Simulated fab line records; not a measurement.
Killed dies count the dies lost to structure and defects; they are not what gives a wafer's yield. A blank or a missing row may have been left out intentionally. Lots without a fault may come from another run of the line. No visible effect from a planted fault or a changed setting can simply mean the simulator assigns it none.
fab line records	flow n5Finfet
record: lots: 11	wafers: 30	lastDay: 18
route steps=1938 shown BEOL_M7@1308 PASSIVATION@1936
lots that met no fault: from a run of the same line without faults
startH: the number of hours between the record's first day and the start of the first shown wafer of the lot	waitH: hours since the lot's step before	" same as the row above	L1.1+2: a single row standing in for several wafers	- value missing, or start not given	* or withheld: withheld	< > ~ a bound
route shown NAME@n: NAME is a module with steps in the file, n the number in the route of the first one	usual: mean/standard deviation taken from wafers without a fault	same: alike in all rows	chamber/n: place in a boat	sites: readings site by site	_std_site: the values' standard deviation	_edge_site: outer sites' mean less inner sites'	radiusMm: how far each site lies from the wafer's centre	mask NAME#n: copy n	behind: tool/chamber where the wafer was last shaped	hold: what put the lot on hold/how long, in hours/how the hold closed	device: names the non-switching transistor (n, p or np)	end of line: at the end of the route, the tests of the same wafers	step lacking rows: just its recipe	killed: dies that structure and defects cost at the first sort, which is not the same as the wafer's yield	map: dies across one wafer; x = killed, . = not, _ = none there
set.NAME: the setting that was run; set.NAME@STEP: the one run at that earlier step	model.NAME: the simulator's own value behind a step, which no gauge read
route steps across a sampled set of lots; one table per step, one row per wafer
services: the hour from which a tool's chamber was out of use, counted from the record's first day as startH (under 0 if before that day), plus the number of hours and why
== steps ==
step: N5_BEOL_M7_TRENCH_ETCH_37
recipe: chemistry: C4F6/O2	targetDepthA: 934.78	target: SiCOH_lowk	timeS: 31.2	ionEnergyEv: 250	pressureMtorr: 30	sourceW: 345	biasW: 185	Ar_flow_sccm: 300	C4F6_flow_sccm: 10	O2_flow_sccm: 10
usual: C4F6_flow_sccm: 10.00/0.031	biasW: 184.9/0.55	drypumpMotorCurrentA: 5.7/0.36	oes_ar_750_au: 0.80/0.096	oesProductAu: 0.80/0.099	rfVppV: 662/13	showerheadPlenumPTorr: 2.89/0.067	throttleValvePct: 20.90/0.25
lot.wafer	tool	chamber	startH	waitH	C4F6_flow_sccm	biasW	drypumpMotorCurrentA	oes_ar_750_au	oesProductAu	rfHoursCounterH	rfVppV	showerheadPlenumPTorr	throttleValvePct
L915.2	rieDiel-02	3	-	-	9.98	185.2	5.6	0.71	0.72	229	672	2.92	20.86
L915.3	"	2	"	"	10.02	184.8	5.1	0.74	0.74	156	666	2.97	21.27
L915.4	"	1	"	"	10.05	184.8	6.0	0.76	0.77	148	678	2.83	20.45
L918.1	rieDiel-06	0	-	-	10.07	184.6	5.4	0.83	0.84	71	671	2.89	20.84
L918.2	"	3	"	"	10.01	185.1	5.7	0.72	0.71	241	641	2.92	21.12
L918.4	"	3	"	"	9.99	184.8	5.7	0.71	0.70	-	641	2.92	21.13
L921.3	rieDiel-06	0	-	-	9.96	184.3	5.4	0.82	0.82	78	674	2.89	20.85
L921.5	"	3	"	"	9.96	184.1	5.7	0.71	0.70	-	640	2.92	21.13
L921.6	"	0	"	"	10.02	184.6	5.3	0.82	0.84	-	671	2.89	20.84
L925.4	rieDiel-03	1	-	-	10.05	184.4	5.5	0.93	0.94	12	661	2.82	20.80
L925.6	"	2	"	"	10.01	184.4	5.8	0.90	0.92	-	642	2.77	20.68
L928.2	rieDiel-02	1	-	-	9.95	185.2	6.0	0.73	0.74	179	677	2.82	20.49
L928.6	"	1	"	"	10.02	184.4	6.0	0.73	0.75	-	676	2.82	20.47
L927.1	rieDiel-03	2	-	-	10.02	185.0	5.8	0.90	0.90	26	640	2.77	20.68
L927.4	"	0	"	"	9.98	185.0	5.4	0.74	0.74	183	661	2.95	20.96
L931.1	rieDiel-06	1	-	-	9.96	184.3	5.8	0.70	0.69	249	676	2.92	21.20
L931.3	"	2	"	"	10.01	185.5	6.1	0.73	0.74	185	670	2.94	21.16
L931.6	"	1	"	"	9.93	184.4	5.7	0.69	0.70	-	677	2.92	21.19
L929.1	rieDiel-02	1	-	-	9.96	184.6	6.0	0.73	0.74	182	677	2.82	20.48
L929.2	"	2	"	"	9.98	185.4	5.1	0.71	0.72	191	665	2.95	21.29
L929.4	"	0	"	"	10.00	185.6	6.6	0.94	0.96	4	658	3.02	20.63
L934.1	rieDiel-06	1	-	-	10.01	184.8	5.8	0.97	1.00	1	677	2.92	20.74
L934.5	"	2	"	"	9.98	184.7	6.1	0.72	0.73	-	671	2.94	21.18
L934.6	"	3	"	"	10.02	184.6	5.7	0.93	0.91	-	638	2.91	20.71
L933.1	rieDiel-06	1	-	-	10.01	185.9	5.8	0.94	0.96	8	677	2.92	20.75
L933.4	"	3	"	"	9.95	184.9	5.7	0.91	0.90	24	638	2.91	20.72
L933.6	"	3	"	"	9.94	184.5	5.7	0.90	0.90	-	640	2.91	20.73
L936.1	rieDiel-02	3	-	-	9.99	184.3	5.6	0.93	0.93	23	673	2.90	20.50
L936.3	"	0	"	"	9.99	185.1	6.6	0.90	0.90	20	657	3.01	20.66
L936.6	"	2	"	"	10.02	185.6	5.1	0.71	0.70	-	665	2.94	21.35
step: N5_BEOL_M7_CURE_75
recipe: tempC: 370	timeS: 120	ambient: DMADMS/He	material: SiCOH_lowk
usual: lampPowerPct: 52.31/0.055	wafer_temp_C_max: 371.7/0.57
lot.wafer	tool	chamber	startH	waitH	lampPowerPct	wafer_temp_C_max
L915.2	uvCure-02	0	198.51	0.1	52.31	372.4
L915.3	"	0	"	"	52.35	372.4
L915.4	"	0	"	"	52.29	372.7
L918.1	uvCure-01	2	230.71	0.0	52.32	371.4
L918.2	"	2	"	"	52.40	371.3
L918.4	"	2	"	"	52.26	371.3
L921.3	uvCure-01	2	248.21	0.1	52.32	370.8
L921.5	"	2	"	"	52.30	371.2
L921.6	"	2	"	"	52.30	371.0
L925.4	uvCure-03	0	284.94	0.3	52.36	371.5
L925.6	"	0	"	"	52.36	371.5
L928.2	uvCure-03	0	295.45	0.2	52.24	370.8
L928.6	"	0	"	"	52.31	371.5
L927.1	uvCure-01	0	298.37	0.2	52.32	371.1
L927.4	"	0	"	"	52.32	371.5
L931.1	uvCure-02	0	301.32	0.1	52.37	372.5
L931.3	"	0	"	"	52.25	372.7
L931.6	"	0	"	"	52.35	372.8
L929.1	uvCure-01	2	304.52	0.0	52.22	371.8
L929.2	"	2	"	"	52.27	371.1
L929.4	"	2	"	"	52.29	371.7
L934.1	uvCure-02	1	327.10	0.0	52.27	371.6
L934.5	"	1	"	"	52.34	371.5
L934.6	"	1	"	"	52.30	371.5
L933.1	uvCure-02	1	350.03	0.0	52.31	371.7
L933.4	"	1	"	"	52.39	371.1
L933.6	"	1	"	"	52.39	371.5
L936.1	uvCure-01	1	354.43	0.0	52.33	372.7
L936.3	"	1	"	"	52.33	372.2
L936.6	"	1	"	"	52.32	372.0
step: N5_BEOL_M7_CVD_78
recipe: material: Co	targetThkA: 20	tempC: withheld	precursor: CCTBA/H2	pressureTorr: 30	timeS: 142.3
usual: runLengthS: 165.2/0.43
lot.wafer	tool	chamber	startH	waitH	runLengthS
L915.2	cvdCo-01	1	201.04	0.1	165.4
L915.3	"	2	"	"	165.3
L915.4	"	1	"	"	165.8
L918.1	cvdCo-02	0	232.02	0.3	165.2
L918.2	"	1	"	"	165.2
L918.4	"	0	"	"	165.3
L921.3	cvdCo-02	2	249.11	0.1	165.0
L921.5	"	2	"	"	164.8
L921.6	"	1	"	"	165.3
L925.4	cvdCo-02	0	286.05	0.1	226.3
L925.6	"	1	"	"	226.0
L928.2	cvdCo-02	0	296.40	0.3	165.0
L928.6	"	0	"	"	225.2
L927.1	cvdCo-02	1	299.32	0.2	165.2
L927.4	"	0	"	"	225.2
L931.1	cvdCo-01	1	302.25	0.0	165.5
L931.3	"	0	"	"	164.7
L931.6	"	0	"	"	165.1
L929.1	cvdCo-01	2	305.86	0.3	165.1
L929.2	"	0	"	"	165.3
L929.4	"	2	"	"	165.1
L934.1	cvdCo-01	1	328.32	0.1	165.6
L934.5	"	2	"	"	166.1
L934.6	"	1	"	"	165.8
L933.1	cvdCo-01	0	351.19	0.0	165.4
L933.4	"	1	"	"	165.4
L933.6	"	2	"	"	165.5
L936.1	cvdCo-02	2	356.64	0.3	164.5
L936.3	"	0	"	"	165.5
L936.6	"	0	"	"	165.1
step: N5_BEOL_M7_CMP_52
recipe: stopOn: SiCOH_lowk	tOverpolishS: 6.9	downForcePsi: 1	platenRpm: 50	clearingPlatenDownForcePsi: 1.5	clearingPlatenRpm: 50	postCmpClean: cuAlkaline	targetThkNm: 80	clearingPlatenPadVelocityMS: 0.99484	padVelocityMS: 0.99484
usual: barrierFieldEndpointS: 29.1/0.81	motorCurrentA: 6.0/0.69	overpolishRunS: 6.900/0.01	timeToEndpointS: 63/3.8
lot.wafer	tool	chamber	startH	waitH	barrierFieldEndpointS	motorCurrentA	overpolishRunS	timeToEndpointS
L915.3	cmp-04	2	201.67	0.2	29.3	6.2	6.899	63
L915.4	"	3	"	"	29.5	5.8	6.917	65
L915.2	"	1	"	"	29.2	5.2	6.901	64
L918.4	cmp-01	0	232.76	0.1	30.5	6.7	6.892	71
L918.2	"	1	"	"	29.0	5.0	6.910	68
L918.1	"	3	"	"	30.2	6.7	6.895	72
L921.3	cmp-04	3	250.05	0.5	28.4	5.7	6.912	60
L921.5	"	0	"	"	29.0	4.7	6.895	60
L921.6	"	1	"	"	28.9	5.5	6.917	63
L925.4	cmp-03	3	286.75	0.2	30.0	6.8	6.892	68
L925.6	"	1	"	"	30.5	6.3	6.886	68
L928.2	cmp-01	0	297.43	0.2	28.7	6.4	6.912	62
L928.6	"	0	"	"	28.7	6.5	6.900	64
L927.1	cmp-01	3	300.47	0.3	28.5	6.8	6.922	62
L927.4	"	2	"	"	28.5	6.1	6.897	56
L931.1	cmp-04	2	303.13	0.3	28.7	6.5	6.906	63
L931.3	"	3	"	"	28.8	5.6	6.902	61
L931.6	"	1	"	"	29.6	5.3	6.907	66
L929.4	cmp-01	3	306.53	0.2	29.4	6.9	6.888	65
L929.2	"	0	"	"	29.1	6.7	6.885	65
L929.1	"	1	"	"	27.6	5.1	6.919	58
L934.1	cmp-01	0	329.47	0.3	29.3	6.4	6.907	68
L934.5	"	0	"	"	30.7	6.2	6.889	70
L934.6	"	1	"	"	29.0	5.4	6.902	63
L933.4	cmp-04	2	351.82	0.1	29.1	6.7	6.884	62
L933.1	"	0	"	"	29.0	4.9	6.895	63
L933.6	"	2	"	"	28.2	6.4	6.882	60
L936.3	cmp-01	1	357.45	0.2	29.6	5.1	6.916	67
L936.1	"	2	"	"	29.2	6.0	6.893	66
L936.6	"	2	"	"	29.9	5.9	6.899	66
step: N5_PASSIVATION_PROBE_49
usual: defectLimitedYield: 91.3/1.4	killed_at_M0_to_M3: 34/9.2	killed_at_M4_up: 13/5.3	killedAtContacts: 12/6	killedAtFrontEnd: 39/12	killedAtOther: 4/3.3	killedDies: 102/17	killedOnRim: 13/3.9	killedOpen: 67/12	killedShort: 34/7.4	sort_bin_5_function: 5.1/1	sort_bin_6_memory: 3.2/0.6	sortNPass: 1078/17	sortYieldPct: 91.3/1.4
same: grossDies: 1180	killedAtBackSide: 0	sort_bin_4_leakage[%]: 0	sort_bin_8_speed[%]: 0
lot.wafer	tool	chamber	startH	waitH	defectLimitedYield[%]	killed_at_M0_to_M3	killed_at_M4_up	killedAtContacts	killedAtFrontEnd	killedAtOther	killedDies	killedOnRim	killedOpen	killedShort	sort_bin_5_function[%]	sort_bin_6_memory[%]	sortNPass	sortYieldPct[%]
L915.2	prober-01	-	280.84	0.1	91.2	33	15	12	37	7	104	15	75	27	5.4	3.2	1076	91.2
L915.3	prober-01	-	280.89	0.1	91.4	34	14	4	41	8	101	19	71	29	4.5	3.9	1079	91.4
L915.4	prober-01	-	280.94	0.2	91.1	27	9	8	48	13	105	12	71	34	6.1	2.5	1075	91.1
L918.1	prober-01	-	316.52	0.0	91.2	29	12	15	36	12	104	13	63	41	5.4	3.2	1076	91.2
L918.2	prober-01	-	316.57	0.1	90.3	60	2	11	38	4	115	12	78	37	5.4	4.1	1065	90.3
L918.4	prober-01	-	316.67	0.2	91.7	27	12	10	40	9	98	10	63	35	5.5	2.7	1082	91.7
L921.3	prober-02	-	322.06	0.1	94.6	16	8	6	26	8	64	11	41	20	3.1	2.2	1116	94.6
L921.5	prober-02	-	322.16	0.2	91.5	22	16	17	43	2	100	9	65	29	5.3	2.8	1080	91.5
L921.6	prober-02	-	322.21	0.3	92.5	15	14	8	44	8	89	9	56	32	4.5	2.5	1091	92.5
L925.4	prober-01	-	362.30	0.2	92.4	31	12	10	33	4	90	8	62	26	4.1	3.5	1090	92.4
L925.6	prober-01	-	362.40	0.3	89.5	45	13	11	48	7	124	15	81	40	5.7	4.5	1056	89.5
L928.2	prober-02	-	370.80	0.1	91.7	37	17	4	40	0	98	13	70	21	4.2	2.9	1082	91.7
L928.6	prober-02	-	371.00	0.3	92.3	41	15	9	25	1	91	13	66	25	5.2	2.5	1089	92.3
L927.1	prober-01	-	375.09	0.0	93.4	33	8	6	29	2	78	11	48	30	3.4	3.1	1102	93.4
L927.4	prober-01	-	375.24	0.2	91.9	36	10	11	37	1	95	15	61	33	5.2	2.8	1085	91.9
L931.1	prober-01	-	379.69	0.0	92.4	35	15	19	17	4	90	13	59	28	4.4	3.0	1090	92.4
L931.3	prober-01	-	379.79	0.1	90.8	49	11	9	39	0	108	17	71	35	5.3	3.3	1072	90.8
L931.6	prober-01	-	379.94	0.3	90.4	30	17	29	32	5	113	14	67	44	5.2	4.2	1067	90.4
L929.1	prober-02	-	380.76	0.0	91.4	34	9	7	48	4	102	14	61	38	5.2	3.0	1078	91.4
L929.2	prober-02	-	380.81	0.1	89.7	36	27	9	47	2	121	16	72	47	5.8	3.9	1059	89.7
L929.4	prober-02	-	380.91	0.2	92.3	47	6	14	24	0	91	13	62	29	4.6	2.9	1089	92.3
L934.1	prober-01	-	411.35	0.0	90.7	33	22	7	43	5	110	21	68	38	5.7	3.1	1070	90.7
L934.5	prober-01	-	411.55	0.2	89.6	37	14	14	50	8	123	15	71	52	4.6	5.2	1057	89.6
L934.6	prober-01	-	411.60	0.3	91.5	28	13	11	42	6	100	7	73	27	5.3	3.1	1080	91.5
L933.1	prober-01	-	430.09	0.0	92.3	23	7	12	49	0	91	17	56	31	4.2	3.2	1089	92.3
L933.4	prober-01	-	430.24	0.2	90.3	34	20	4	56	1	115	15	73	41	6.2	3.1	1065	90.3
L933.6	prober-01	-	430.34	0.3	89.2	26	10	7	75	9	127	17	64	51	5.8	4.0	1053	89.2
L936.1	prober-01	-	443.16	0.0	89.9	40	9	9	53	8	119	13	80	39	5.3	4.7	1061	89.9
L936.3	prober-01	-	443.26	0.1	91.7	38	8	6	38	8	98	15	59	39	5.1	3.0	1082	91.7
L936.6	prober-01	-	443.41	0.3	93.9	19	12	13	27	1	72	6	45	26	3.0	2.9	1108	93.9
killed by level:class
L915.2 BEOL_M2:geometricParticle:open=12 MOL_CONTACT_COAG:geometricParticle:open=10 BEOL_M3:geometricParticle:open=7 STI_FIN_REVEAL:geometricParticle:open=6 DUMMY_GATE:geometricParticle:open=5 SPACER0:geometricParticle:open=5 STARTING-WAFER:geometricParticle:open=5 BEOL_M4:geometricParticle:open=5
L915.3 STI_FIN_REVEAL:geometricParticle:open=15 FIN_SAQP:geometricParticle:open=9 BEOL_M2:geometricParticle:open=8 BEOL_M0_SAQP:geometricParticle:short=6 BEOL_M0_SAQP:geometricParticle:open=6 BEOL_M4:geometricParticle:open=6 FIN_SAQP:geometricParticle:short=5 GATE_CUT:geometricParticle:short=5
L915.4 STI_FIN_REVEAL:geometricParticle:open=15 BEOL_M3:geometricParticle:open=10 FIN_SAQP:geometricParticle:short=9 FIN_SAQP:geometricParticle:open=8 MOL_CONTACT_COAG:geometricParticle:open=6 BEOL_M0:geometricParticle:open=4 BEOL_M2:geometricParticle:short=4 STI_FIN_REVEAL:geometricParticle:short=3
L918.1 FIN_SAQP:geometricParticle:short=12 MOL_CONTACT_COAG:geometricParticle:open=12 FIN_SAQP:geometricParticle:open=7 BEOL_M0_SAQP:geometricParticle:short=7 BEOL_M0_SAQP:geometricParticle:open=7 BEOL_M3:geometricParticle:open=6 BEOL_M4:geometricParticle:open=5 STI_FIN_REVEAL:geometricParticle:open=4
L918.2 FIN_SAQP:geometricParticle:open=15 BEOL_M0_SAQP:geometricParticle:open=15 BEOL_M2:geometricParticle:open=12 FIN_SAQP:geometricParticle:short=10 MOL_CONTACT_COAG:geometricParticle:open=8 BEOL_M1:geometricParticle:open=8 BEOL_M0_SAQP:geometricParticle:short=5 BEOL_M0:geometricParticle:open=5
L918.4 FIN_SAQP:geometricParticle:open=14 FIN_SAQP:geometricParticle:short=7 MOL_CONTACT_COAG:geometricParticle:open=7 BEOL_M0_SAQP:geometricParticle:open=6 BEOL_M0_SAQP:geometricParticle:short=6 STI_FIN_REVEAL:geometricParticle:open=4 DUMMY_GATE:geometricParticle:open=4 BEOL_M1:geometricParticle:open=4
L921.3 DUMMY_GATE:geometricParticle:open=5 GATE_CUT:geometricParticle:open=5 BEOL_M0_SAQP:geometricParticle:open=4 BEOL_M1:geometricParticle:open=4 FIN_CUT:geometricParticle:open=3 STI_FIN_REVEAL:geometricParticle:open=3 BEOL_M4:geometricParticle:open=3 MOL_CONTACT_COAG:geometricParticle:open=3
L921.5 MOL_CONTACT_COAG:geometricParticle:open=16 BEOL_M2:geometricParticle:open=9 FIN_SAQP:geometricParticle:short=8 DUMMY_GATE:geometricParticle:open=7 BEOL_M0_SAQP:geometricParticle:open=6 FIN_SAQP:geometricParticle:open=4 BEOL_M4:geometricParticle:open=4 STARTING-WAFER:geometricParticle:short=4
L921.6 FIN_SAQP:geometricParticle:open=12 FIN_SAQP:geometricParticle:short=11 MOL_CONTACT_COAG:geometricParticle:open=8 BEOL_M4:geometricParticle:open=7 STI_FIN_REVEAL:geometricParticle:open=6 BEOL_M2:geometricParticle:open=4 STARTING-WAFER:geometricParticle:open=3 GATE_CUT:geometricParticle:short=3
L925.4 MOL_CONTACT_COAG:geometricParticle:open=9 FIN_SAQP:geometricParticle:open=7 BEOL_M0_SAQP:geometricParticle:open=7 BEOL_M0_SAQP:geometricParticle:short=7 BEOL_M4:geometricParticle:open=6 STI_FIN_REVEAL:geometricParticle:open=5 DUMMY_GATE:geometricParticle:open=5 BEOL_M1:geometricParticle:open=4
L925.6 BEOL_M1:geometricParticle:open=17 FIN_SAQP:geometricParticle:short=10 FIN_SAQP:geometricParticle:open=10 GATE_CUT:geometricParticle:open=8 BEOL_M0_SAQP:geometricParticle:open=8 BEOL_M4:geometricParticle:open=7 MOL_CONTACT_COAG:geometricParticle:open=6 MOL_CONTACT_COAG:geometricParticle:short=5
L928.2 BEOL_M2:geometricParticle:open=12 BEOL_M3:geometricParticle:open=11 BEOL_M4:geometricParticle:open=9 FIN_SAQP:geometricParticle:short=8 BEOL_M0_SAQP:geometricParticle:open=7 HKMG_FIN:areaEtch=6 FIN_SAQP:geometricParticle:open=4 STI_FIN_REVEAL:geometricParticle:open=4
L928.6 BEOL_M3:geometricParticle:open=19 MOL_CONTACT_COAG:geometricParticle:open=8 BEOL_M1:geometricParticle:open=6 STI_FIN_REVEAL:geometricParticle:short=5 STI_FIN_REVEAL:geometricParticle:open=5 BEOL_M0_SAQP:geometricParticle:open=5 BEOL_M4:geometricParticle:open=5 DUMMY_GATE:geometricParticle:open=4
L927.1 BEOL_M0_SAQP:geometricParticle:open=8 BEOL_M0_SAQP:geometricParticle:short=7 DUMMY_GATE:geometricParticle:open=6 BEOL_M1:geometricParticle:open=5 BEOL_M3:geometricParticle:open=5 STARTING-WAFER:geometricParticle:open=5 GATE_CUT:geometricParticle:short=4 BEOL_M2:geometricParticle:open=4
L927.4 FIN_SAQP:geometricParticle:open=13 BEOL_M0_SAQP:geometricParticle:short=13 MOL_CONTACT_COAG:geometricParticle:open=8 DUMMY_GATE:geometricParticle:open=6 BEOL_M2:geometricParticle:open=6 FIN_SAQP:geometricParticle:short=5 BEOL_M1:geometricParticle:open=5 BEOL_M0_SAQP:geometricParticle:open=4
L931.1 MOL_CONTACT_COAG:geometricParticle:open=14 BEOL_M3:geometricParticle:open=11 FIN_SAQP:geometricParticle:open=4 BEOL_M0_SAQP:geometricParticle:short=4 BEOL_M0_SAQP:geometricParticle:open=4 BEOL_M2:geometricParticle:open=4 BEOL_M5:geometricParticle:open=4 FIN_SAQP:geometricParticle:short=3
L931.3 BEOL_M0_SAQP:geometricParticle:open=19 FIN_SAQP:geometricParticle:short=12 FIN_SAQP:geometricParticle:open=8 BEOL_M0_SAQP:geometricParticle:short=8 STI_FIN_REVEAL:geometricParticle:open=7 BEOL_M3:geometricParticle:open=6 MOL_CONTACT_COAG:geometricParticle:open=5 BEOL_M1:geometricParticle:open=5
L931.6 MOL_CONTACT_COAG:geometricParticle:open=22 FIN_SAQP:geometricParticle:short=11 BEOL_M0_SAQP:geometricParticle:short=10 BEOL_M4:geometricParticle:open=10 BEOL_M2:geometricParticle:open=7 GATE_CUT:geometricParticle:short=6 MOL_CONTACT_COAG:geometricParticle:short=6 BEOL_M3:geometricParticle:open=6
L929.1 FIN_SAQP:geometricParticle:open=14 FIN_SAQP:geometricParticle:short=11 DUMMY_GATE:geometricParticle:open=8 BEOL_M3:geometricParticle:open=8 MOL_CONTACT_COAG:geometricParticle:open=6 BEOL_M0_SAQP:geometricParticle:open=5 BEOL_M0_SAQP:geometricParticle:short=4 BEOL_M1:geometricParticle:short=4
L929.2 BEOL_M4:geometricParticle:open=14 FIN_SAQP:geometricParticle:open=13 BEOL_M0_SAQP:geometricParticle:short=10 FIN_SAQP:geometricParticle:short=9 BEOL_M0_SAQP:geometricParticle:open=8 BEOL_M1:geometricParticle:open=6 BEOL_M1:geometricParticle:short=6 BEOL_M4:geometricParticle:short=6
L929.4 BEOL_M1:geometricParticle:short=15 MOL_CONTACT_COAG:geometricParticle:open=12 BEOL_M2:geometricParticle:open=12 BEOL_M3:geometricParticle:open=9 STI_FIN_REVEAL:geometricParticle:open=6 DUMMY_GATE:geometricParticle:open=6 BEOL_M0:geometricParticle:open=5 FIN_SAQP:geometricParticle:open=4
L934.1 FIN_SAQP:geometricParticle:open=8 STI_FIN_REVEAL:geometricParticle:open=8 BEOL_M0_SAQP:geometricParticle:short=8 BEOL_M4:geometricParticle:open=8 DUMMY_GATE:geometricParticle:open=7 GATE_CUT:geometricParticle:short=7 MOL_CONTACT_COAG:geometricParticle:open=5 BEOL_M3:geometricParticle:open=5
L934.5 FIN_SAQP:geometricParticle:open=10 FIN_SAQP:geometricParticle:short=10 MOL_CONTACT_COAG:geometricParticle:open=9 BEOL_M0_SAQP:geometricParticle:short=9 BEOL_M0_SAQP:geometricParticle:open=7 BEOL_M1:geometricParticle:open=6 BEOL_M3:geometricParticle:open=6 MOL_CONTACT_COAG:geometricParticle:short=5
L934.6 FIN_SAQP:geometricParticle:open=20 MOL_CONTACT_COAG:geometricParticle:open=9 BEOL_M3:geometricParticle:open=9 BEOL_M4:geometricParticle:open=8 BEOL_M0_SAQP:geometricParticle:open=8 BEOL_M0_SAQP:geometricParticle:short=8 FIN_SAQP:geometricParticle:short=5 STI_FIN_REVEAL:geometricParticle:open=4
L933.1 FIN_SAQP:geometricParticle:open=13 MOL_CONTACT_COAG:geometricParticle:open=10 FIN_SAQP:geometricParticle:short=8 STARTING-WAFER:geometricParticle:open=6 BEOL_M0_SAQP:geometricParticle:short=6 GATE_CUT:geometricParticle:short=5 ILD0:geometricParticle:open=4 BEOL_M0:geometricParticle:open=4
L933.4 FIN_SAQP:geometricParticle:open=12 FIN_SAQP:geometricParticle:short=12 BEOL_M0_SAQP:geometricParticle:short=11 BEOL_M4:geometricParticle:open=10 STI_FIN_REVEAL:geometricParticle:open=8 GATE_CUT:geometricParticle:short=8 BEOL_M1:geometricParticle:open=7 GATE_CUT:geometricParticle:open=6
L933.6 FIN_SAQP:geometricParticle:short=15 STI_FIN_REVEAL:geometricParticle:open=13 GATE_CUT:geometricParticle:short=11 FIN_SAQP:geometricParticle:open=9 BEOL_M0_SAQP:geometricParticle:open=7 HKMG_FIN:areaEtch=7 BEOL_M3:geometricParticle:open=6 ILD0:geometricParticle:short=5
L936.1 FIN_SAQP:geometricParticle:open=20 STI_FIN_REVEAL:geometricParticle:open=13 BEOL_M3:geometricParticle:open=10 BEOL_M0_SAQP:geometricParticle:short=9 MOL_CONTACT_COAG:geometricParticle:open=8 BEOL_M0_SAQP:geometricParticle:open=8 GATE_CUT:geometricParticle:short=5 BEOL_M3:geometricParticle:short=5
L936.3 BEOL_M0_SAQP:geometricParticle:short=10 FIN_SAQP:geometricParticle:short=9 FIN_SAQP:geometricParticle:open=8 BEOL_M0_SAQP:geometricParticle:open=7 BEOL_M3:geometricParticle:open=7 STI_FIN_REVEAL:geometricParticle:open=5 MOL_CONTACT_COAG:geometricParticle:open=5 BEOL_M1:geometricParticle:open=5
L936.6 MOL_CONTACT_COAG:geometricParticle:open=10 FIN_SAQP:geometricParticle:short=8 FIN_SAQP:geometricParticle:open=7 BEOL_M5:geometricParticle:open=4 STI_FIN_REVEAL:geometricParticle:open=3 MOL_CONTACT_COAG:geometricParticle:short=3 BEOL_M0:geometricParticle:open=3 BEOL_M1:geometricParticle:short=3
== services ==
tool	chamber	startH	hours	kind
cmp-01	-	176.62	2.9	repair
cvdCo-02	-	178.38	0.4	repair
uvCure-03	-	190.63	0.9	repair
uvCure-02	-	200.84	8.6	repair
rieDiel-06	2	205.55	5.7	repair
cmp-04	-	231.82	1.6	repair
uvCure-03	-	242.36	0.2	repair
uvCure-01	-	243.66	1.9	repair
uvCure-03	-	244.00	12.0	repair
cvdCo-02	0	248.61	5.7	repair
cvdCo-01	-	250.17	1.0	repair
uvCure-01	-	251.05	2.2	repair
cmp-04	-	266.31	4.0	pm
cvdCo-02	-	269.89	2.8	pm
uvCure-02	-	274.76	2.1	pm
cmp-04	-	284.64	4.7	pm
rieDiel-02	-	315.59	2.8	pm
uvCure-01	-	320.55	6.0	pm
cmp-01	-	320.80	4.0	pm
uvCure-01	-	326.55	2.1	pm
cmp-04	-	331.14	0.2	repair
uvCure-01	-	346.19	2.8	pm
rieDiel-06	1	352.47	9.0	repair
cvdCo-02	-	352.93	1.7	repair
== key ==
firstSign: step: N5_BEOL_M7_CVD_78	reading: runLengthS	direction: up	sigmas: 99+	usual: *	struck: *
effect none on later readings
metAt N5_BEOL_M7_CVD_78
struckLots L925,L927,L928
struckWafers L925.4,L925.6,L927.4,L928.6
notActingAt N5_BEOL_M7_TRENCH_ETCH_37,N5_BEOL_M7_CURE_75,N5_BEOL_M7_CMP_52
onsetBetween 249.11 286.05
fault: kind: processParameterDrift	tool: cvdCo-02	chamber: -	onsetH: 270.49	steps: N5_BEOL_M7_CVD_78	channel: timeS	offset: *	shape: step	endH: 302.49	scope: struckWafersOnly	actsIn: *	stated: *
